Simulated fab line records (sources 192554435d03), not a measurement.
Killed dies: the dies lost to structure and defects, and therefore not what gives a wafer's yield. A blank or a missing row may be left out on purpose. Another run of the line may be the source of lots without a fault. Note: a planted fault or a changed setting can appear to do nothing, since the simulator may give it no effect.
fab line records    flow n5_finfet    part 2 of 2: steps 24 to 31 of 31
record: lots: 5  wafers: 15  last_day: 19
route steps=1938 shown SD_ACTIVATION@331 ILD0@335 SDB@347
lots untouched by any fault: they come from a run of this same line in which no faults occurred
start_h: hours from the record's first day to the start of the lot's first wafer shown    wait_h: hours elapsed since this lot's preceding step    " repeats the value in the row above    L1.1+2: one row covering several wafers at once    - no value, or no start was given    * or withheld: withheld    < > ~ a bound
route shown NAME@n: a module of which the file shows steps, and the number in the route of the first    usual: mean/standard deviation taken from wafers without a fault    same: alike in all rows    chamber/n: place in a boat    sites: each site's reading    _std_site: how widely they spread, as a standard deviation    _edge_site: the outer-site mean with the inner-site mean subtracted    radius_mm: how far each site lies from the wafer's centre    mask NAME#n: copy n    behind: tool/chamber where the wafer was last shaped    hold: the reason the lot was held/the length of the hold in hours/how it ended    device: which transistor (n, p or np) failed to switch    end of line: the route-end tests of the same wafers    a step given without rows: its recipe and nothing more    killed: dies that structure and defects cost at the first sort, which is not the same as the wafer's yield    map: dies across one wafer; x = killed, . = not, _ = none there
set.NAME: the run value of the setting; set.NAME@STEP: its run value at that earlier step    model.NAME: the simulator's own value behind a step, which no gauge read
lots seen at some steps along the route; tables by step, rows by wafer
services: a tool's chamber out of use, with start hour (start_h, from the record's first day; less than 0 if before it), hours out, and reason
== steps ==
step: N5_SDB_DEVELOP_10
recipe: develop_time_s: 30  developer: TMAH  resist: CAR-ArF  rinse_liquid: diw  dry: air_spin  dev_temp_c: 23
usual: exhaust_pa: 45.0/0.82
lot.wafer  tool            chamber  start_h  wait_h  exhaust_pa
L076.2     litho_track-03  0        -        -       45.0
L076.3     "               0        "        "       45.3
L076.4     "               0        "        "       43.9
L082.3     litho_track-04  0        -        -       45.2
L082.4     "               0        "        "       45.9
L082.5     "               0        "        "       46.7
L086.2     litho_track-04  0        -        -       45.3
L086.3     "               0        "        "       44.9
L086.6     "               0        "        "       45.2
L093.1     litho_track-02  0        -        -       45.6
L093.2     "               0        "        "       45.5
L093.4     "               0        "        "       46.2
L097.1     litho_track-04  0        -        -       44.6
L097.3     "               0        "        "       44.5
L097.5     "               0        "        "       44.3
step: N5_SDB_CD_MEAS_11
recipe: target_cd_nm: 50  landing_energy_ev: 500  detector: se_inlens  polarity: opening
usual: cd_nm: 50.2/0.76
lot.wafer  tool       chamber  start_h  wait_h  cd_nm
L076.2     cd_sem-02  0        77.10    -       50.0
L076.3     "          0        "        "       49.2
L076.4     "          0        "        "       48.6
L082.3     cd_sem-02  0        115.89   -       50.0
L082.4     "          0        "        "       49.7
L082.5     "          0        "        "       50.2
L086.2     cd_sem-03  0        142.13   -       50.1
L086.3     "          0        "        "       50.0
L086.6     "          0        "        "       50.9
L093.1     cd_sem-02  0        177.86   -       50.9
L093.2     "          0        "        "       50.8
L093.4     "          0        "        "       50.8
L097.1     cd_sem-01  0        202.47   -       50.6
L097.3     "          0        "        "       50.9
L097.5     "          0        "        "       50.1
step: N5_SDB_OVL_MEAS_12
recipe: points_per_wafer: 44
usual: SDB_OVL: 0.1/0.71
same: points_per_wafer: 44
lot.wafer  tool        chamber  start_h  wait_h  SDB_OVL[nm]
L076.2     overlay-02  0        77.15    0.1     1.0
L076.3     "           0        "        "       1.2
L076.4     "           0        "        "       -0.2
L082.3     overlay-02  0        115.92   0.0     -0.2
L082.4     "           0        "        "       0.3
L082.5     "           0        "        "       0.2
L086.2     overlay-02  0        142.16   0.0     -0.3
L086.3     "           0        "        "       0.3
L086.6     "           0        "        "       -0.3
L093.1     overlay-02  0        177.89   0.0     0.7
L093.2     "           0        "        "       -0.2
L093.4     "           0        "        "       0.2
L097.1     overlay-02  0        202.50   0.0     -0.1
L097.3     "           0        "        "       0.0
L097.5     "           0        "        "       0.5
step: N5_SDB_INSPECT_13
recipe: mode: adi  inspect_instrument: brightfield
usual: raw_defect_count: 70/28
lot.wafer  tool               chamber  start_h  wait_h  raw_defect_count
L076.2     defect_inspect-02  -        77.18    0.0     35
L076.3     "                  -        "        "       56
L076.4     "                  -        "        "       52
L082.3     defect_inspect-02  -        115.94   0.0     57
L082.4     "                  -        "        "       28
L082.5     "                  -        "        "       56
L086.2     defect_inspect-02  -        142.18   0.0     59
L086.3     "                  -        "        "       62
L086.6     "                  -        "        "       44
L093.1     defect_inspect-02  -        177.91   0.0     59
L093.2     "                  -        "        "       96
L093.4     "                  -        "        "       82
L097.1     defect_inspect-01  -        202.53   0.0     28
L097.3     "                  -        "        "       51
L097.5     "                  -        "        "       51
step: N5_SDB_DESCUM_16
recipe: chemistry: O2  time_s: 7.9  source_power_w: 50  bias_power_w: 20  pressure_mtorr: 20  rf_frequency_hz: 2.712e+07  temp_c: 40  resist: CAR-ArF  o2_flow_sccm: 225
usual: drypump_motor_current_A: 5.8/0.39  oes_product_au: 0.79/0.082  rf_vpp_V: 243.8/1.7  showerhead_plenum_p_Torr: 2.13/0.1  throttle_valve_pct: 20.34/0.16
lot.wafer  tool         chamber  start_h  wait_h  drypump_motor_current_A  oes_product_au  rf_hours_counter_h  rf_vpp_V  showerhead_plenum_p_Torr  throttle_valve_pct
L076.2     rie_diel-04  3        77.28    0.1     6.0                      0.77            163                 243.6     2.09                      20.31
L076.3     "            1        "        "       6.1                      0.77            173                 240.1     1.99                      20.18
L076.4     "            2        "        "       6.1                      0.94            17                  242.9     2.04                      20.46
L082.3     rie_diel-05  0        116.08   0.1     5.5                      0.77            141                 243.2     2.18                      20.20
L082.4     "            0        "        "       5.5                      0.78            -                   244.4     2.18                      20.20
L082.5     "            1        "        "       5.4                      0.78            -                   240.9     1.92                      20.47
L086.2     rie_diel-05  0        142.22   0.0     5.5                      0.76            153                 244.6     2.18                      20.23
L086.3     "            1        "        "       5.4                      0.76            127                 240.8     1.92                      20.50
L086.6     "            1        "        "       5.4                      0.77            -                   240.5     1.92                      20.50
L093.1     rie_diel-04  0        178.07   0.2     6.4                      0.90            43                  245.7     2.23                      20.21
L093.2     "            1        "        "       6.1                      0.73            210                 244.0     1.98                      20.24
L093.4     "            2        "        "       6.1                      0.87            55                  243.2     2.03                      20.49
L097.1     rie_diel-02  3        202.56   0.0     5.9                      0.73            195                 243.1     2.16                      20.25
L097.3     "            1        "        "       5.5                      0.80            90                  246.6     2.20                      20.34
L097.5     "            3        "        "       5.9                      0.72            -                   243.5     2.16                      20.24
step: N5_SDB_ETCH_17
recipe: chemistry: CF4  target: SiARC  target_depth_a: 234  mask_material: CAR-ArF  time_s: 39  ion_energy_ev: 80  pressure_mtorr: 40  source_w: 545  bias_w: 36  Ar_flow_sccm: 100  cf4_flow_sccm: 100  ends: cleared
usual: drypump_motor_current_A: 5.8/0.38  etch_rf_on_time_s: 38.8/0.52  mfc_ar_sccm: 100.0/0.3  oes_product_au: 0.68/0.069  rf_vpp_V: 184.4/1.5  showerhead_plenum_p_Torr: 2.18/0.093  throttle_valve_pct: 15.54/0.19
lot.wafer  tool         chamber  start_h  wait_h  drypump_motor_current_A  etch_rf_on_time_s  mfc_ar_sccm  oes_product_au  rf_hours_counter_h  rf_vpp_V  showerhead_plenum_p_Torr  throttle_valve_pct
L076.2     rie_diel-04  3        77.31    0.0     6.0                      38.5               99.8         0.65            163                 183.9     2.13                      15.46
L076.3     "            1        "        "       6.1                      39.5               100.0        0.63            173                 184.4     2.05                      15.46
L076.4     "            2        "        "       6.1                      38.7               99.9         0.79            17                  183.7     2.11                      15.66
L082.3     rie_diel-05  0        116.11   0.0     5.5                      38.7               99.6         0.66            141                 185.8     2.22                      15.40
L082.4     "            0        "        "       5.5                      39.1               99.9         0.66            -                   184.2     2.22                      15.41
L082.5     "            1        "        "       5.4                      39.3               99.9         0.66            -                   180.9     1.99                      15.73
L086.2     rie_diel-05  0        142.26   0.0     5.6                      38.9               100.0        0.66            153                 185.2     2.22                      15.42
L086.3     "            1        "        "       5.4                      39.0               100.0        0.65            127                 182.3     1.99                      15.75
L086.6     "            1        "        "       5.4                      38.6               100.0        0.65            -                   182.9     1.99                      15.74
L093.1     rie_diel-04  0        178.10   0.0     6.3                      38.4               100.2        0.76            43                  185.8     2.27                      15.33
L093.2     "            1        "        "       6.1                      38.9               99.5         0.62            210                 182.8     2.03                      15.51
L093.4     "            2        "        "       6.1                      38.5               100.0        0.74            55                  183.3     2.10                      15.75
L097.1     rie_diel-02  3        202.60   0.0     5.9                      39.2               100.0        0.63            195                 185.8     2.20                      15.47
L097.3     "            1        "        "       5.5                      38.6               99.8         0.69            90                  186.7     2.26                      15.59
L097.5     "            3        "        "       5.9                      39.1               99.9         0.62            -                   184.7     2.20                      15.47
step: N5_SDB_ETCH_18
recipe: chemistry: N2/H2  target: SOC  target_depth_a: 1000  overetch_a: 200  mask_material: SiARC  temp_c: 40  time_s: 150  ion_energy_ev: 200  pressure_mtorr: 30  source_w: 840  bias_w: 150  n2_flow_sccm: 200  h2_flow_sccm: 200
usual: drypump_motor_current_A: 5.8/0.39  oes_product_au: 0.71/0.069  rf_vpp_V: 525/3.3  showerhead_plenum_p_Torr: 2.59/0.12  throttle_valve_pct: 17.79/0.2
lot.wafer  tool         chamber  start_h  wait_h  drypump_motor_current_A  oes_product_au  rf_hours_counter_h  rf_vpp_V  showerhead_plenum_p_Torr  throttle_valve_pct
L076.2     rie_diel-04  3        77.35    0.0     6.0                      0.68            163                 525       2.54                      17.74
L076.3     "            1        "        "       6.1                      0.68            173                 521       2.42                      17.63
L076.4     "            2        "        "       6.1                      0.83            17                  523       2.49                      17.90
L082.3     rie_diel-05  0        116.15   0.0     5.6                      0.71            141                 528       2.65                      17.61
L082.4     "            0        "        "       5.5                      0.69            -                   526       2.65                      17.60
L082.5     "            1        "        "       5.4                      0.70            -                   519       2.35                      17.97
L086.2     rie_diel-05  0        142.29   0.0     5.5                      0.69            153                 527       2.65                      17.63
L086.3     "            1        "        "       5.4                      0.69            127                 519       2.35                      18.00
L086.6     "            1        "        "       5.4                      0.69            -                   519       2.35                      17.99
L093.1     rie_diel-04  0        178.14   0.0     6.3                      0.79            43                  529       2.69                      17.55
L093.2     "            1        "        "       6.1                      0.65            210                 521       2.41                      17.71
L093.4     "            2        "        "       6.1                      0.77            55                  521       2.48                      17.97
L097.1     rie_diel-02  3        202.63   0.0     5.9                      0.66            195                 528       2.63                      17.79
L097.3     "            1        "        "       5.5                      0.72            90                  527       2.67                      17.69
L097.5     "            3        "        "       5.9                      0.66            -                   527       2.63                      17.77
step: N5_SDB_STRIP_19
recipe: chemistry: N2/H2  temp_c: 40  n2_flow_sccm: 200  h2_flow_sccm: 200  rf_frequency_hz: 6e+07
lot.wafer   tool         chamber  start_h  wait_h
L076.2+3+4  rie_diel-04  3,1,2    77.48    0.1
L082.3+4+5  rie_diel-05  0,0,1    116.27   0.1
L086.2+3+6  rie_diel-05  0,1,1    142.42   0.1
L093.1+2+4  rie_diel-04  0,1,2    178.27   0.1
L097.1+3+5  rie_diel-02  3,1,3    202.76   0.1
== services ==
tool             chamber  start_h  hours  kind
laser_anneal-01  -        50.05    1.5    pm
arfi_scanner-01  -        55.10    1.0    pm
arfi_scanner-01  -        60.37    1.3    pm
rie_diel-05      2        60.80    8.2    repair
pecvd-02         -        70.77    2.8    pm
ald_sin-04       1        82.27    4.2    repair
arfi_scanner-01  -        83.06    1.0    pm
ald_sin-04       -        85.25    14.0   pm
rie_diel-02      -        85.35    0.4    repair
arfi_scanner-01  -        92.21    0.4    repair
cmp-02           -        94.18    2.6    repair
cmp-02           -        99.98    5.3    repair
arfi_scanner-01  -        108.54   24.0   pm
rie_diel-02      2        113.74   6.6    repair
cmp-01           -        122.00   5.7    pm
pecvd-02         1        130.08   16.2   repair
cmp-02           -        139.93   1.2    repair
cmp-02           -        149.79   7.9    repair
arfi_scanner-01  -        154.54   0.4    repair
arfi_scanner-01  -        162.62   0.8    pm
cmp-02           -        182.65   1.8    repair
ald_sin-04       3        188.83   10.3   repair
cmp-01           -        195.17   1.2    repair
cmp-02           -        197.24   7.9    pm
